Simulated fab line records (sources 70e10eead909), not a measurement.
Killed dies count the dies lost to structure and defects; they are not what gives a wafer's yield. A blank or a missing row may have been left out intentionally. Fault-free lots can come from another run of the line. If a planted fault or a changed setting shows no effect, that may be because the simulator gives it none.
Matching of chambers + flow nand_harc + NHARC_A_STAIRCASE_TRIM_229 on rie_diel-02: 4 sister chambers
The step chemistry O2, time 211.2 s. 20 wafers are shown with their chamber, then 10 later ones without.

== WAFERS PAIRED WITH THEIR CHAMBERS ==
| wafer  | chamber | drypump_motor_current_A (A) | showerhead_plenum_p_Torr (Torr) | rf_vpp_V (V) |
|--------|---------|-----------------------------|---------------------------------|--------------|
| L074.3 | 1       | 5.7                         | 3.41                            | 56.1         |
| L074.4 | 3       | 5.4                         | 3.50                            | 58.0         |
| L074.6 | 2       | 5.4                         | 3.34                            | 57.6         |
| L080.3 | 2       | 5.4                         | 3.33                            | 57.2         |
| L080.4 | 3       | 5.4                         | 3.49                            | 56.5         |
| L080.5 | 0       | 4.9                         | 3.80                            | 58.7         |
| L082.1 | 3       | 5.4                         | 3.48                            | 57.6         |
| L082.2 | 1       | 5.7                         | 3.40                            | 58.2         |
| L082.6 | 2       | 5.5                         | 3.32                            | 56.8         |
| L084.1 | 1       | 5.7                         | 3.40                            | 56.6         |
| L084.3 | 0       | 4.9                         | 3.80                            | 58.2         |
| L084.6 | 3       | 5.4                         | 3.48                            | 57.9         |
| L086.2 | 2       | 5.4                         | 3.32                            | 58.2         |
| L086.4 | 0       | 4.9                         | 3.79                            | 57.7         |
| L086.6 | 1       | 5.7                         | 3.40                            | 58.2         |
| L089.2 | 3       | 5.4                         | 3.47                            | 58.9         |
| L089.3 | 1       | 5.7                         | 3.39                            | 58.1         |
| L089.4 | 0       | 4.9                         | 3.79                            | 57.9         |
| L091.2 | 3       | 5.4                         | 3.46                            | 58.6         |
| L091.4 | 2       | 5.4                         | 3.31                            | 55.9         |

SIGNATURES (averages over the wafers above)
| reading                  | chamber 0 | chamber 1 | chamber 2 | chamber 3 | scatter within a chamber |
|--------------------------|-----------|-----------|-----------|-----------|--------------------------|
| drypump_motor_current_A  | 4.900     | 5.700     | 5.420     | 5.400     | 0.0224                   |
| showerhead_plenum_p_Torr | 3.7950    | 3.4000    | 3.3240    | 3.4800    | 0.0107                   |
| rf_vpp_V                 | 58.125    | 57.440    | 57.140    | 57.917    | 0.837                    |
Rule: for each reading, subtract the chamber's mean from the wafer's reading, divide by that reading's scatter and square the result; add these up over the readings and take the root, which gives the wafer's distance from the chamber. If the next closest chamber is less than 2 further off than the closest, the wafer can't be placed; otherwise it belongs to the closest. How the scatter is found: for the shown wafers, subtract from each reading the mean of its chamber, square and add these, divide the total by (wafers less chambers), then take the root.

== WAFERS WHOSE CHAMBER IS MISSING ==
| wafer  | drypump_motor_current_A (A) | showerhead_plenum_p_Torr (Torr) | rf_vpp_V (V) |
|--------|-----------------------------|---------------------------------|--------------|
| L091.5 | 5.4                         | 3.46                            | 58.6         |
| L094.1 | 4.9                         | 3.78                            | 59.0         |
| L094.2 | 5.4                         | 3.31                            | 58.3         |
| L094.4 | 5.4                         | 3.46                            | 57.9         |
| L093.1 | 5.7                         | 3.38                            | 58.1         |
| L093.4 | 5.4                         | 3.46                            | 57.0         |
| L093.6 | 5.4                         | 3.31                            | 57.2         |
| L096.2 | 5.7                         | 3.38                            | 55.9         |
| L096.5 | 5.4                         | 3.46                            | 57.3         |
| L096.6 | 4.9                         | 3.78                            | 58.7         |

== THE CHAMBER EACH PASSED THROUGH ==
| wafer  | from the rows above | in truth |
|--------|---------------------|----------|
| L091.5 | 3                   | 3        |
| L094.1 | 0                   | 0        |
| L094.2 | 2                   | 2        |
| L094.4 | 3                   | 3        |
| L093.1 | 1                   | 1        |
| L093.4 | 3                   | 3        |
| L093.6 | 2                   | 2        |
| L096.2 | 1                   | 1        |
| L096.5 | 3                   | 3        |
| L096.6 | 0                   | 0        |
10 of 10 placed correctly. Left unplaced by these rows: 0. Number placed wrongly: 0.
